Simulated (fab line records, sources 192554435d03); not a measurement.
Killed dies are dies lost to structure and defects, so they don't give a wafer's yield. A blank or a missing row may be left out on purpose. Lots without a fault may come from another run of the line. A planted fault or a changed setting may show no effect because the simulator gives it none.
fab line records | flow n5_finfet
record lots=5 wafers=15 last_day=15
route steps=1938 shown BEOL_M3@951
lots that met no fault: from a run of the same line without faults
start_h: hours from the record's first day to the start of the lot's first wafer shown | wait_h: hours since the lot's step before | " the same as in the row above | L1.1+2: a row that stands for several wafers | - no value, or no start given | * or withheld: withheld | < > ~ a bound
route shown NAME@n: a module of which the file shows steps, and the number in the route of the first | usual: mean/standard deviation of fault-free wafers | same: alike in all rows | chamber/n: place in a boat | sites: the reading at each site | _std_site: their standard deviation | _edge_site: outer sites' mean less inner sites' | radius_mm: how far each site lies from the wafer's centre | mask NAME#n: copy n | behind: the tool/chamber that last shaped the wafer | hold: why the lot was held/for how many hours/how that ended | device: the transistor (n, p or np) that didn't switch | end of line: the same wafers' tests at the end of the route | a step without rows: its recipe alone | killed: dies lost to structure and defects at the first sort, not the wafer's yield | map: a wafer's dies, x killed, . not, _ none there
set.NAME: the setting as run; set.NAME@STEP: as run at that earlier step | model.NAME: the simulator's own value behind a step, which no gauge read
lots at some steps of the route; a table a step, a row a wafer
services: from which hour (start_h, from the record's first day; less than 0 if before it) a tool's chamber was out of use, for how many hours, and why
## steps
# step N5_BEOL_M3_STRIP_65
# recipe chemistry=N2/H2 temp_c=40 n2_flow_sccm=200 h2_flow_sccm=200 rf_frequency_hz=6e+07
# columns lot.wafer tool chamber start_h wait_h
L082.2+4+5 rie_diel-02 2,0,0 188.92 0.1
L083.1+4+5 rie_diel-02 3,1,3 192.38 0.1
L084.1+4+5 rie_diel-02 3,2,1 206.04 0.1
L086.1+2+3 rie_diel-02 1,3,2 223.45 0.1
L089.3+5+6 rie_diel-06 2,3,2 232.70 0.1
# step N5_BEOL_M3_STRIP_75
# recipe chemistry=N2/H2 temp_c=40 n2_flow_sccm=200 h2_flow_sccm=200 rf_frequency_hz=6e+07
# columns lot.wafer tool chamber start_h wait_h
L082.2+4+5 rie_diel-02 2,0,0 188.93 0.0
L083.1+4+5 rie_diel-02 3,1,3 192.39 0.0
L084.1+4+5 rie_diel-02 3,2,1 206.05 0.0
L086.1+2+3 rie_diel-02 1,3,2 223.46 0.0
L089.3+5+6 rie_diel-06 2,3,2 232.71 0.0
# step N5_BEOL_M3_STRIP_66
# recipe chemistry=CF4 resist=SiARC power_w=300 bias_power_w=75 pressure_mtorr=50 cf4_flow_sccm=150 rf_frequency_hz=6e+07
# usual drypump_motor_current_A=5.9/0.39 oes_product_au=0.81/0.075 rf_vpp_V=271.9/1.7 showerhead_plenum_p_Torr=1.83/0.067 throttle_valve_pct=13.48/0.23
# columns lot.wafer tool chamber start_h wait_h drypump_motor_current_A oes_product_au rf_hours_counter_h rf_vpp_V showerhead_plenum_p_Torr throttle_valve_pct
L082.2 rie_diel-02 2 188.94 0.0 6.2 0.74 192 267.5 1.71 13.94
L082.4 " 0 " " 6.0 0.82 76 271.2 1.89 13.26
L082.5 " 0 " " 6.0 0.82 - 272.9 1.89 13.27
L083.1 rie_diel-02 3 192.40 0.0 5.5 0.92 13 274.0 1.91 13.33
L083.4 " 1 " " 6.2 0.74 156 272.7 1.87 13.38
L083.5 " 3 " " 5.6 0.92 - 271.5 1.91 13.34
L084.1 rie_diel-02 3 206.06 0.0 5.6 0.91 17 274.7 1.90 13.34
L084.4 " 2 " " 6.2 0.73 - 268.7 1.71 13.94
L084.5 " 1 " " 6.2 0.73 - 272.7 1.87 13.39
L086.1 rie_diel-02 1 223.47 0.0 6.3 0.72 166 273.5 1.87 13.43
L086.2 " 3 " " 5.6 0.90 23 272.6 1.90 13.38
L086.3 " 2 " " 6.2 0.73 203 269.2 1.71 13.97
L089.3 rie_diel-06 2 232.73 0.0 5.2 0.85 - 272.6 1.82 13.43
L089.5 " 3 " " 5.9 0.81 - 271.1 1.89 13.36
L089.6 " 2 " " 5.2 0.85 - 271.6 1.82 13.44
# step N5_BEOL_M3_HM_OPEN_17
# recipe chemistry=Cl2/BCl3 target_depth_a=200 overetch_a=60 target=TiN mask_material=SOC ion_energy_ev=150 pressure_mtorr=10 icp_w=1000 bias_w=126 Cl2_flow_sccm=53.25 bcl3_flow_sccm=21.75 Ar_flow_sccm=25
# usual drypump_motor_current_A=5.5/0.39 oes_product_au=0.66/0.052 throttle_valve_pct=22.2/0.34
# columns lot.wafer tool chamber start_h wait_h drypump_motor_current_A oes_product_au rf_hours_counter_h throttle_valve_pct
L082.2 rie_metal-01 1 188.98 0.0 6.1 0.68 30 22.5
L082.4 " 0 " " 5.3 0.62 - 22.0
L082.5 " 0 " " 5.3 0.62 - 22.0
L083.1 rie_metal-01 1 192.44 0.0 6.1 0.69 30 22.5
L083.4 " 1 " " 6.1 0.68 - 22.5
L083.5 " 1 " " 6.1 0.68 - 22.5
L084.1 rie_metal-03 0 206.10 0.0 4.9 0.56 94 22.8
L084.4 " 1 " " 5.6 0.76 - 22.4
L084.5 " 1 " " 5.6 0.76 - 22.3
L086.1 rie_metal-01 1 223.51 0.0 6.1 0.68 33 22.5
L086.2 " 0 " " 5.3 0.62 68 22.0
L086.3 " 1 " " 6.1 0.67 - 22.5
L089.3 rie_metal-02 1 232.80 0.1 5.3 0.70 - 22.1
L089.5 " 0 " " 5.5 0.63 - 21.6
L089.6 " 1 " " 5.3 0.71 - 22.0
# step N5_BEOL_M3_STRIP_19
# recipe chemistry=O2 power_w=400 temp_c=40 pressure_mtorr=30 rf_frequency_hz=6e+07 bias_power_w=0 overash_fraction=0.2 o2_flow_sccm=225
# usual drypump_motor_current_A=5.9/0.42 oes_product_au=0.81/0.083 rf_vpp_V=3.7/0.47 showerhead_plenum_p_Torr=2.13/0.084 throttle_valve_pct=16.60/0.23
# columns lot.wafer tool chamber start_h wait_h drypump_motor_current_A oes_product_au rf_hours_counter_h rf_vpp_V showerhead_plenum_p_Torr throttle_valve_pct
L082.2 rie_diel-02 3 189.22 0.2 5.6 0.95 12 3.4 2.24 16.48
L082.4 " 2 " " 6.2 0.74 192 3.1 1.99 17.00
L082.5 " 0 " " 6.0 0.83 - 3.9 2.21 16.37
L083.1 rie_diel-03 2 192.55 0.1 5.3 0.75 152 4.3 2.01 16.78
L083.4 " 1 " " 5.9 0.74 - 5.0 2.18 16.91
L083.5 " 0 " " 6.6 0.88 - 3.5 2.05 16.52
L084.1 rie_diel-06 3 206.21 0.1 5.9 0.82 89 3.5 2.21 16.42
L084.4 " 2 " " 5.2 0.88 45 3.0 2.14 16.59
L084.5 " 3 " " 5.8 0.82 - 3.0 2.21 16.43
L086.1 rie_diel-03 0 223.62 0.1 6.7 0.87 36 3.7 2.05 16.54
L086.2 " 1 " " 5.9 0.73 180 3.9 2.18 16.91
L086.3 " 2 " " 5.3 0.75 161 4.1 2.01 16.79
L089.3 rie_diel-06 3 232.91 0.1 5.8 0.82 - 3.3 2.21 16.41
L089.5 " 3 " " 5.8 0.81 - 4.0 2.21 16.43
L089.6 " 2 " " 5.2 0.87 - 3.3 2.13 16.61
# step N5_BEOL_M3_CD_MEAS_18
# recipe pitch_nm=36 target_cd_nm=18
# usual cd_nm=18.00/0.28
# columns lot.wafer tool chamber start_h wait_h cd_nm
L082.2 cd_sem-03 - 189.30 0.1 17.92
L082.4 " - " " 17.55
L082.5 " - " " 17.99
L083.1 cd_sem-03 - 192.62 0.0 17.96
L083.4 " - " " 17.56
L083.5 " - " " 17.96
L084.1 cd_sem-02 - 206.28 0.0 17.49
L084.4 " - " " 17.69
L084.5 " - " " 17.66
L086.1 cd_sem-01 - 223.69 0.0 17.95
L086.2 " - " " 18.50
L086.3 " - " " 18.04
L089.3 cd_sem-03 - 232.98 0.1 18.05
L089.5 " - " " 18.02
L089.6 " - " " 17.93
# step N5_BEOL_M3_COAT_67
# recipe resist=SOC temp_c=250 time_s=60 spin_rpm=1500 resist_thk_nm=60
# usual plate_temp_C=250.01/0.18
# columns lot.wafer tool chamber start_h wait_h plate_temp_C
L082.2 litho_track-02 0 189.34 0.0 250.03
L082.4 " 0 " " 249.88
L082.5 " 0 " " 250.39
L083.1 litho_track-02 0 192.66 0.0 250.07
L083.4 " 0 " " 250.14
L083.5 " 0 " " 249.87
L084.1 litho_track-02 0 206.31 0.0 249.90
L084.4 " 0 " " 250.10
L084.5 " 0 " " 250.12
L086.1 litho_track-02 0 223.73 0.0 249.93
L086.2 " 0 " " 249.83
L086.3 " 0 " " 249.99
L089.3 litho_track-03 0 233.01 0.0 250.10
L089.5 " 0 " " 249.91
L089.6 " 0 " " 250.20
# step N5_BEOL_M3_COAT_68
# recipe resist=SiARC temp_c=220 time_s=60 spin_rpm=1500 resist_thk_nm=12
# usual plate_temp_C=219.98/0.15
# columns lot.wafer tool chamber start_h wait_h plate_temp_C
L082.2 litho_track-02 0 - - 219.97
L082.4 " 0 " " 219.88
L082.5 " 0 " " 219.82
L083.1 litho_track-02 0 - - 219.87
L083.4 " 0 " " 220.05
L083.5 " 0 " " 220.09
L084.1 litho_track-02 0 - - 219.75
L084.4 " 0 " " 219.89
L084.5 " 0 " " 219.83
L086.1 litho_track-02 0 - - 219.95
L086.2 " 0 " " 219.76
L086.3 " 0 " " 220.03
L089.3 litho_track-03 0 - - 219.90
L089.5 " 0 " " 220.01
L089.6 " 0 " " 219.66
# step N5_BEOL_M3_COAT_76
# recipe resist=underlayer temp_c=205 time_s=60 spin_rpm=1500 resist_thk_nm=5
# usual plate_temp_C=204.99/0.17
# columns lot.wafer tool chamber start_h wait_h plate_temp_C
L082.2 litho_track-02 0 - - 205.23
L082.4 " 0 " " 205.06
L082.5 " 0 " " 205.29
L083.1 litho_track-02 0 - - 204.87
L083.4 " 0 " " 204.89
L083.5 " 0 " " 205.02
L084.1 litho_track-02 0 - - 205.02
L084.4 " 0 " " 205.09
L084.5 " 0 " " 204.92
L086.1 litho_track-02 0 - - 205.05
L086.2 " 0 " " 204.73
L086.3 " 0 " " 205.07
L089.3 litho_track-03 0 - - 205.01
L089.5 " 0 " " 205.06
L089.6 " 0 " " 204.87
# step N5_BEOL_M3_COAT_22
# recipe resist=CAR-EUV spin_rpm=1500 resist_thk_nm=30
# columns lot.wafer tool chamber start_h wait_h
L082.2+4+5 litho_track-02 0 - -
L083.1+4+5 litho_track-02 0 - -
L084.1+4+5 litho_track-02 0 - -
L086.1+2+3 litho_track-02 0 - -
L089.3+5+6 litho_track-03 0 - -
# step N5_BEOL_M3_EBR_24
# recipe solvent=PGMEA ebr_width_mm=1.5
# columns lot.wafer tool chamber start_h wait_h
L082.2+4+5 litho_track-02 0 - -
L083.1+4+5 litho_track-02 0 - -
L084.1+4+5 litho_track-02 0 - -
L086.1+2+3 litho_track-02 0 - -
L089.3+5+6 litho_track-03 0 - -
# step N5_BEOL_M3_SOFTBAKE_23
# recipe temp_c=110 time_s=60 resist=CAR-EUV
# usual plate_temp_C=110.02/0.12
# columns lot.wafer tool chamber start_h wait_h plate_temp_C
L082.2 litho_track-02 0 - - 109.82
L082.4 " 0 " " 109.86
L082.5 " 0 " " 109.99
L083.1 litho_track-02 0 - - 110.07
L083.4 " 0 " " 109.80
L083.5 " 0 " " 110.08
L084.1 litho_track-02 0 - - 109.94
L084.4 " 0 " " 110.13
L084.5 " 0 " " 109.91
L086.1 litho_track-02 0 - - 110.19
L086.2 " 0 " " 110.10
L086.3 " 0 " " 110.16
L089.3 litho_track-03 0 - - 110.23
L089.5 " 0 " " 110.13
L089.6 " 0 " " 110.15
# step N5_BEOL_M3_EXPOSE_25
# recipe mask_id=V2 na=0.33 source_shape=quasar sigma_inner=0.2 sigma_outer=0.8 polarization=unpolarized defocus_nm=5 dose_mj=63
# columns lot.wafer tool chamber start_h wait_h mask
L082.2+4+5 euv_scanner-01 0 189.48 - V2#0
L083.1+4+5 euv_scanner-01 0 192.80 - V2#0
L084.1+4+5 euv_scanner-01 0 206.45 - V2#0
L086.1+2+3 euv_scanner-01 0 223.87 - V2#0
L089.3+5+6 euv_scanner-02 0 233.17 - V2#0
# step N5_BEOL_M3_PEB_26
# recipe peb_temp_c=100 peb_time_s=60 resist=CAR-EUV
# usual plate_temp_C=99.99/0.12
# columns lot.wafer tool chamber start_h wait_h plate_temp_C
L082.2 litho_track-02 0 189.55 0.1 99.94
L082.4 " 0 " " 99.95
L082.5 " 0 " " 99.92
L083.1 litho_track-03 0 192.88 0.1 99.94
L083.4 " 0 " " 99.90
L083.5 " 0 " " 99.96
L084.1 litho_track-02 0 206.53 0.1 100.00
L084.4 " 0 " " 99.97
L084.5 " 0 " " 99.82
L086.1 litho_track-02 0 223.94 0.1 99.90
L086.2 " 0 " " 99.99
L086.3 " 0 " " 99.98
L089.3 litho_track-04 0 233.23 0.1 100.03
L089.5 " 0 " " 100.07
L089.6 " 0 " " 100.00
# step N5_BEOL_M3_DEVELOP_27
# recipe develop_time_s=30 developer=TMAH resist=CAR-EUV rinse_liquid=surfactant_rinse dry=air_spin dev_temp_c=23
# columns lot.wafer tool chamber start_h wait_h
L082.2+4+5 litho_track-02 0 - -
L083.1+4+5 litho_track-03 0 - -
L084.1+4+5 litho_track-02 0 - -
L086.1+2+3 litho_track-02 0 - -
L089.3+5+6 litho_track-04 0 - -
# step N5_BEOL_M3_CD_MEAS_28
# recipe target_cd_nm=25.7 landing_energy_ev=500 detector=se_inlens target_cd_y_nm=23.3 polarity=opening
# usual cd_nm=25.74/0.23
# columns lot.wafer tool chamber start_h wait_h cd_nm
L082.2 cd_sem-03 0 189.62 - 25.79
L082.4 " 0 " " 25.87
L082.5 " 0 " " 25.74
L083.1 cd_sem-01 0 192.94 - 25.80
L083.4 " 0 " " 25.85
L083.5 " 0 " " 26.12
L084.1 cd_sem-02 0 206.60 - 25.86
L084.4 " 0 " " 25.69
L084.5 " 0 " " 25.70
L086.1 cd_sem-03 0 224.01 - 25.51
L086.2 " 0 " " 25.84
L086.3 " 0 " " 25.38
L089.3 cd_sem-02 0 233.30 - 25.68
L089.5 " 0 " " 25.60
L089.6 " 0 " " 25.80
# step N5_BEOL_M3_OVL_MEAS_29
# recipe points_per_wafer=522
# usual V2_OVL=-0.2/0.55
# columns lot.wafer tool chamber start_h wait_h V2_OVL[nm]
L082.2 overlay-02 0 189.65 0.0 0.4
L082.4 " 0 " " 0.1
L082.5 " 0 " " 0.0
L083.1 overlay-02 0 192.97 0.0 -1.3
L083.4 " 0 " " -0.3
L083.5 " 0 " " -0.9
L084.1 overlay-02 0 206.63 0.0 -0.7
L084.4 " 0 " " -0.5
L084.5 " 0 " " -0.8
L086.1 overlay-02 0 224.04 0.0 0.7
L086.2 " 0 " " -0.8
L086.3 " 0 " " 0.4
L089.3 overlay-02 0 233.34 0.0 0.6
L089.5 " 0 " " -0.5
L089.6 " 0 " " -1.1
# step N5_BEOL_M3_INSPECT_30
# recipe mode=adi inspect_instrument=brightfield
# usual raw_defect_count=410/96
# columns lot.wafer tool chamber start_h wait_h raw_defect_count
L082.2 defect_inspect-01 - 189.71 0.0 458
L082.4 " - " " 424
L082.5 " - " " 481
L083.1 defect_inspect-01 - 193.03 0.1 406
L083.4 " - " " 458
L083.5 " - " " 364
L084.1 defect_inspect-02 - 206.68 0.1 441
L084.4 " - " " 428
L084.5 " - " " 432
L086.1 defect_inspect-01 - 224.10 0.1 328
L086.2 " - " " 343
L086.3 " - " " 390
L089.3 defect_inspect-02 - 233.38 0.0 552
L089.5 " - " " 363
L089.6 " - " " 633
# step N5_BEOL_M3_DESCUM_33
# recipe chemistry=O2 time_s=7 source_power_w=50 bias_power_w=20 pressure_mtorr=20 rf_frequency_hz=2.712e+07 temp_c=40 resist=CAR-EUV o2_flow_sccm=225
# usual drypump_motor_current_A=5.8/0.43 oes_product_au=0.82/0.082 rf_vpp_V=243.6/1.4 showerhead_plenum_p_Torr=2.12/0.077 throttle_valve_pct=20.37/0.2
# columns lot.wafer tool chamber start_h wait_h drypump_motor_current_A oes_product_au rf_hours_counter_h rf_vpp_V showerhead_plenum_p_Torr throttle_valve_pct
L082.2 rie_diel-03 1 189.74 0.0 5.9 0.73 170 245.0 2.18 20.66
L082.4 " 2 " " 5.3 0.74 - 241.4 2.01 20.53
L082.5 " 0 " " 6.6 0.88 - 240.6 2.05 20.32
L083.1 rie_diel-03 0 193.14 0.1 6.7 0.87 28 242.6 2.05 20.32
L083.4 " 0 " " 6.6 0.87 - 243.4 2.05 20.32
L083.5 " 2 " " 5.3 0.74 - 241.8 2.01 20.52
L084.1 rie_diel-03 3 206.72 0.0 5.3 0.97 3 242.6 2.05 20.37
L084.4 " 0 " " 6.6 0.88 32 243.8 2.04 20.33
L084.5 " 1 " " 5.9 0.73 - 245.5 2.18 20.68
L086.1 rie_diel-06 2 224.13 0.0 5.2 0.86 51 243.6 2.13 20.42
L086.2 " 0 " " 6.0 0.67 248 241.8 2.06 20.60
L086.3 " 1 " " 6.2 0.89 30 242.7 2.13 20.11
L089.3 rie_diel-06 3 233.43 0.0 5.8 0.81 - 246.5 2.20 20.18
L089.5 " 3 " " 5.9 0.81 - 245.2 2.20 20.19
L089.6 " 2 " " 5.2 0.86 - 243.6 2.13 20.41
# step N5_BEOL_M3_ETCH_77
# recipe chemistry=N2/H2 target=underlayer target_depth_a=65 mask_material=CAR-EUV time_s=5.2 ion_energy_ev=200 pressure_mtorr=30 source_w=840 bias_w=150 n2_flow_sccm=200 h2_flow_sccm=200 ends=cleared
# usual drypump_motor_current_A=5.8/0.43 etch_rf_on_time_s=5.20/0.095 h2_flow_sccm=200.0/0.57 oes_product_au=0.70/0.072 rf_vpp_V=524.8/2.9 showerhead_plenum_p_Torr=2.58/0.09 throttle_valve_pct=17.81/0.25
# columns lot.wafer tool chamber start_h wait_h drypump_motor_current_A etch_rf_on_time_s h2_flow_sccm oes_product_au rf_hours_counter_h rf_vpp_V showerhead_plenum_p_Torr throttle_valve_pct
L082.2 rie_diel-03 1 189.78 0.0 5.9 5.32 200.6 0.63 170 524.9 2.65 18.22
L082.4 " 2 " " 5.3 5.30 199.6 0.64 - 519.7 2.45 18.12
L082.5 " 0 " " 6.7 5.08 199.5 0.75 - 523.1 2.49 17.75
L083.1 rie_diel-03 0 193.18 0.0 6.6 5.13 200.3 0.74 28 524.4 2.49 17.76
L083.4 " 0 " " 6.6 5.13 199.8 0.75 - 521.0 2.49 17.76
L083.5 " 2 " " 5.3 5.31 199.4 0.64 - 522.1 2.45 18.12
L084.1 rie_diel-03 3 206.75 0.0 5.3 5.05 199.4 0.83 3 523.8 2.50 17.76
L084.4 " 0 " " 6.7 5.14 200.6 0.73 32 522.5 2.49 17.78
L084.5 " 1 " " 5.9 5.29 199.7 0.61 - 525.7 2.65 18.23
L086.1 rie_diel-06 2 224.17 0.0 5.2 5.23 200.1 0.73 51 523.6 2.57 17.79
L086.2 " 0 " " 5.9 5.30 200.3 0.56 248 523.0 2.50 18.05
L086.3 " 1 " " 6.2 5.14 199.8 0.77 30 525.3 2.58 17.50
L089.3 rie_diel-06 3 233.48 0.0 5.8 5.26 198.8 0.70 - 528.3 2.67 17.71
L089.5 " 3 " " 5.8 5.23 199.9 0.70 - 528.0 2.67 17.67
L089.6 " 2 " " 5.3 5.29 200.7 0.73 - 524.2 2.57 17.79
# step N5_BEOL_M3_ETCH_69
# recipe chemistry=CF4 target=SiARC target_depth_a=156 mask_material=CAR-EUV time_s=26 ion_energy_ev=80 pressure_mtorr=40 source_w=545 bias_w=36 Ar_flow_sccm=100 cf4_flow_sccm=100 ends=cleared
# usual drypump_motor_current_A=5.8/0.43 etch_rf_on_time_s=26.0/0.44 oes_product_au=0.70/0.071 rf_vpp_V=184.4/1.3 showerhead_plenum_p_Torr=2.17/0.073 throttle_valve_pct=15.53/0.21
# columns lot.wafer tool chamber start_h wait_h drypump_motor_current_A etch_rf_on_time_s oes_product_au rf_hours_counter_h rf_vpp_V showerhead_plenum_p_Torr throttle_valve_pct
L082.2 rie_diel-03 1 189.79 0.0 5.9 26.3 0.63 170 186.7 2.22 15.83
L082.4 " 2 " " 5.3 26.6 0.64 - 183.1 2.06 15.69
L082.5 " 0 " " 6.7 26.0 0.75 - 183.1 2.10 15.50
L083.1 rie_diel-03 0 193.19 0.0 6.6 26.0 0.75 28 182.4 2.10 15.50
L083.4 " 0 " " 6.6 26.0 0.75 - 183.7 2.10 15.47
L083.5 " 2 " " 5.3 26.6 0.63 - 181.5 2.06 15.71
L084.1 rie_diel-03 3 206.77 0.0 5.4 25.6 0.81 3 183.8 2.11 15.56
L084.4 " 0 " " 6.7 25.9 0.74 32 183.3 2.10 15.51
L084.5 " 1 " " 5.9 26.1 0.62 - 186.2 2.22 15.86
L086.1 rie_diel-06 2 224.19 0.0 5.2 26.5 0.73 51 184.4 2.17 15.49
L086.2 " 0 " " 6.0 26.8 0.56 248 184.6 2.11 15.81
L086.3 " 1 " " 6.2 25.7 0.76 30 184.5 2.19 15.29
L089.3 rie_diel-06 3 233.52 0.0 5.9 25.8 0.71 - 186.3 2.25 15.36
L089.5 " 3 " " 5.9 26.0 0.70 - 185.9 2.25 15.38
L089.6 " 2 " " 5.2 26.3 0.73 - 185.9 2.17 15.49
# step N5_BEOL_M3_ALD_98
# recipe material=SiO2 target_thk_a=25 temp_c=100 ald_precursor_family=BDEAS ald_co_reactant=O2-plasma pulse_time_s=1 co_reactant_pulse_time_s=1 purge_time_s=2 co_reactant_purge_time_s=2 ald_cycles=17 pressure_torr=2
# usual heater_power_w=77/7.1 precursor_pulse_height_rel=1.002/0.019
# same pulse_time_s=1
# columns lot.wafer tool chamber start_h wait_h heater_power_w precursor_pulse_height_rel since_wet_clean_h
L082.2 ald_sin-01 0 190.19 0.4 75 1.027 288
L082.4 " 3 " " 67 0.996 288
L082.5 " 0 " " 78 1.014 -
L083.1 ald_sin-01 3 193.32 0.1 66 1.029 291
L083.4 " 2 " " 82 1.006 291
L083.5 " 2 " " 80 0.978 -
L084.1 ald_sin-04 3 207.05 0.2 81 1.014 108
L084.4 " 0 " " 74 1.019 -
L084.5 " 1 " " 72 1.009 -
L086.1 ald_sin-01 2 224.27 0.1 80 0.987 322
L086.2 " 3 " " 68 1.010 322
L086.3 " 0 " " 77 0.990 322
L089.3 ald_sin-01 1 233.61 0.1 73 1.038 331
L089.5 " 1 " " 70 1.000 -
L089.6 " 2 " " 79 1.014 -
# step N5_BEOL_M3_ETCHBACK_99
# recipe chemistry=CHF3 target=SiO2 target_depth_a=50 time_s=10.4 source_w=215 bias_w=47 Ar_flow_sccm=200 CHF3_flow_sccm=12 ion_energy_ev=100 pressure_mtorr=30
# usual drypump_motor_current_A=5.8/0.47 oes_product_au=0.81/0.087 rf_vpp_V=241.8/2.9 showerhead_plenum_p_Torr=2.16/0.077 throttle_valve_pct=17.06/0.21
# columns lot.wafer tool chamber start_h wait_h drypump_motor_current_A oes_product_au rf_hours_counter_h rf_vpp_V showerhead_plenum_p_Torr throttle_valve_pct
L082.2 rie_diel-02 0 190.52 0.3 6.0 0.83 77 244.2 2.27 16.76
L082.4 " 2 " " 6.2 0.74 192 239.6 2.05 17.44
L082.5 " 2 " " 6.2 0.73 - 239.2 2.06 17.47
L083.1 rie_diel-02 0 197.21 3.8 6.0 0.83 79 244.2 2.27 16.76
L083.4 " 2 " " 6.2 0.74 194 240.3 2.05 17.46
L083.5 " 3 " " 5.6 0.94 - 241.1 2.30 16.91
L084.1 rie_diel-06 3 207.58 0.5 5.8 0.82 89 238.5 2.26 16.77
L084.4 " 1 " " 6.1 0.90 25 237.4 2.20 16.76
L084.5 " 2 " " 5.2 0.87 - 245.2 2.19 16.98
L086.1 rie_diel-03 2 229.67 5.3 5.3 0.75 162 238.5 2.06 17.15
L086.2 " 1 " " 6.0 0.73 182 241.6 2.23 17.34
L086.3 " 3 " " 5.4 0.94 9 245.4 2.12 17.05
L089.3 rie_diel-03 3 237.96 4.3 5.3 0.94 12 245.6 2.12 17.06
L089.5 " 3 " " 5.3 0.93 - 244.7 2.12 17.06
L089.6 " 2 " " 5.3 0.74 - 239.3 2.06 17.16
# step N5_BEOL_M3_ETCH_70
# recipe chemistry=N2/H2 target=SOC target_depth_a=800 overetch_a=160 mask_material=SiARC temp_c=40 time_s=120 ion_energy_ev=200 pressure_mtorr=30 source_w=840 bias_w=150 n2_flow_sccm=200 h2_flow_sccm=200
# usual drypump_motor_current_A=5.8/0.47 h2_flow_sccm=199.9/0.58 oes_product_au=0.62/0.061 rf_vpp_V=524.2/2.6 showerhead_plenum_p_Torr=2.55/0.09 throttle_valve_pct=17.84/0.26
# columns lot.wafer tool chamber start_h wait_h drypump_motor_current_A h2_flow_sccm oes_product_au rf_hours_counter_h rf_vpp_V showerhead_plenum_p_Torr throttle_valve_pct
L082.2 rie_diel-02 0 190.55 0.0 6.1 199.0 0.63 77 527.2 2.68 17.47
L082.4 " 2 " " 6.2 200.0 0.56 192 522.4 2.42 18.20
L082.5 " 2 " " 6.2 199.8 0.57 - 520.2 2.42 18.21
L083.1 rie_diel-02 0 197.24 0.0 6.0 201.0 0.63 79 527.3 2.68 17.47
L083.4 " 2 " " 6.2 199.8 0.57 194 519.6 2.42 18.22
L083.5 " 3 " " 5.6 200.7 0.71 - 529.1 2.71 17.56
L084.1 rie_diel-06 3 207.62 0.0 5.8 200.4 0.63 89 527.2 2.68 17.65
L084.4 " 1 " " 6.2 199.4 0.68 25 525.7 2.59 17.44
L084.5 " 2 " " 5.2 200.6 0.67 - 526.1 2.58 17.71
L086.1 rie_diel-03 2 229.70 0.0 5.3 199.3 0.57 162 521.3 2.45 18.09
L086.2 " 1 " " 6.0 200.3 0.56 182 526.1 2.65 18.21
L086.3 " 3 " " 5.4 200.0 0.71 9 523.1 2.50 17.74
L089.3 rie_diel-03 3 238.00 0.0 5.3 200.3 0.70 12 523.0 2.50 17.73
L089.5 " 3 " " 5.4 200.5 0.69 - 523.6 2.50 17.74
L089.6 " 2 " " 5.3 200.1 0.57 - 521.1 2.45 18.10
# step N5_BEOL_M3_STRIP_71
# recipe chemistry=N2/H2 temp_c=40 n2_flow_sccm=200 h2_flow_sccm=200 rf_frequency_hz=6e+07
# columns lot.wafer tool chamber start_h wait_h
L082.2+4+5 rie_diel-02 0,2,2 190.63 0.0
L083.1+4+5 rie_diel-02 0,2,3 197.33 0.0
L084.1+4+5 rie_diel-06 3,1,2 207.70 0.0
L086.1+2+3 rie_diel-03 2,1,3 229.78 0.0
L089.3+5+6 rie_diel-03 3,3,2 238.08 0.0
# step N5_BEOL_M3_STRIP_78
# recipe chemistry=N2/H2 temp_c=40 n2_flow_sccm=200 h2_flow_sccm=200 rf_frequency_hz=6e+07
# columns lot.wafer tool chamber start_h wait_h
L082.2+4+5 rie_diel-02 0,2,2 190.64 0.0
L083.1+4+5 rie_diel-02 0,2,3 197.34 0.0
L084.1+4+5 rie_diel-06 3,1,2 207.71 0.0
L086.1+2+3 rie_diel-03 2,1,3 229.79 0.0
L089.3+5+6 rie_diel-03 3,3,2 238.09 0.0
# step N5_BEOL_M3_VIA_ETCH_34
# recipe chemistry=C4F6/O2 target_depth_a=694 mask_material=SOC pressure_mtorr=15 ion_energy_ev=250 taper_deg=4 time_s=65.9 source_w=350 bias_w=170 Ar_flow_sccm=300 C4F6_flow_sccm=10 O2_flow_sccm=10
# usual drypump_motor_current_A=5.8/0.47 oes_product_au=0.81/0.087 rf_vpp_V=668/7.8 showerhead_plenum_p_Torr=2.85/0.098 throttle_valve_pct=30.78/0.2
# columns lot.wafer tool chamber start_h wait_h drypump_motor_current_A oes_product_au rf_hours_counter_h rf_vpp_V showerhead_plenum_p_Torr throttle_valve_pct
L082.2 rie_diel-02 0 190.65 0.0 6.0 0.83 77 672 2.99 30.46
L082.4 " 2 " " 6.2 0.73 193 663 2.72 31.14
L082.5 " 2 " " 6.2 0.73 - 663 2.72 31.14
L083.1 rie_diel-02 0 197.35 0.0 6.0 0.83 79 671 2.99 30.46
L083.4 " 2 " " 6.2 0.74 194 662 2.72 31.13
L083.5 " 3 " " 5.6 0.94 - 670 3.03 30.70
L084.1 rie_diel-06 3 207.72 0.0 5.8 0.82 89 658 2.98 30.49
L084.4 " 1 " " 6.1 0.90 25 660 2.91 30.56
L084.5 " 2 " " 5.2 0.87 - 678 2.89 30.82
L086.1 rie_diel-03 2 229.80 0.0 5.3 0.74 162 665 2.72 30.78
L086.2 " 1 " " 5.9 0.72 182 665 2.95 31.01
L086.3 " 3 " " 5.3 0.94 9 678 2.80 30.89
L089.3 rie_diel-03 3 238.10 0.0 5.4 0.93 12 677 2.80 30.89
L089.5 " 3 " " 5.3 0.93 - 678 2.80 30.88
L089.6 " 2 " " 5.3 0.74 - 662 2.72 30.78
# step N5_BEOL_M3_STRIP_83
# recipe chemistry=C4F6/O2 resist=SiARC rf_frequency_hz=6e+07
# columns lot.wafer tool chamber start_h wait_h
L082.2+4+5 rie_diel-02 0,2,2 190.70 0.0
L083.1+4+5 rie_diel-02 0,2,3 197.40 0.0
L084.1+4+5 rie_diel-06 3,1,2 207.77 0.0
L086.1+2+3 rie_diel-03 2,1,3 229.85 0.0
L089.3+5+6 rie_diel-03 3,3,2 238.15 0.0
## services
# columns tool chamber start_h hours kind
rie_metal-03 - 166.18 2.2 repair
ald_sin-04 1 169.02 2.7 repair
rie_diel-06 - 179.18 14.6 pm
rie_diel-03 3 179.37 - clean
rie_diel-03 3 179.37 - consumable_replace:focus_ring
rie_diel-03 3 179.37 16.3 scheduled_down
rie_diel-03 3 179.37 16.3 vent_cycle
ald_sin-04 - 180.72 14.6 pm
euv_scanner-02 - 186.28 1.0 pm
euv_scanner-01 - 189.81 1.0 pm
rie_diel-02 0 201.01 9.1 repair
ald_sin-04 2 203.92 12.4 repair
euv_scanner-02 - 206.29 1.0 repair
rie_diel-02 2 223.76 6.1 repair
rie_diel-06 0 229.98 - clean
rie_diel-06 0 229.98 - consumable_replace:focus_ring
rie_diel-06 0 229.98 14.3 scheduled_down
rie_diel-06 0 229.98 14.3 vent_cycle
ald_sin-04 - 234.32 3.0 repair
rie_diel-02 2 237.18 4.4 repair
## key
fault none
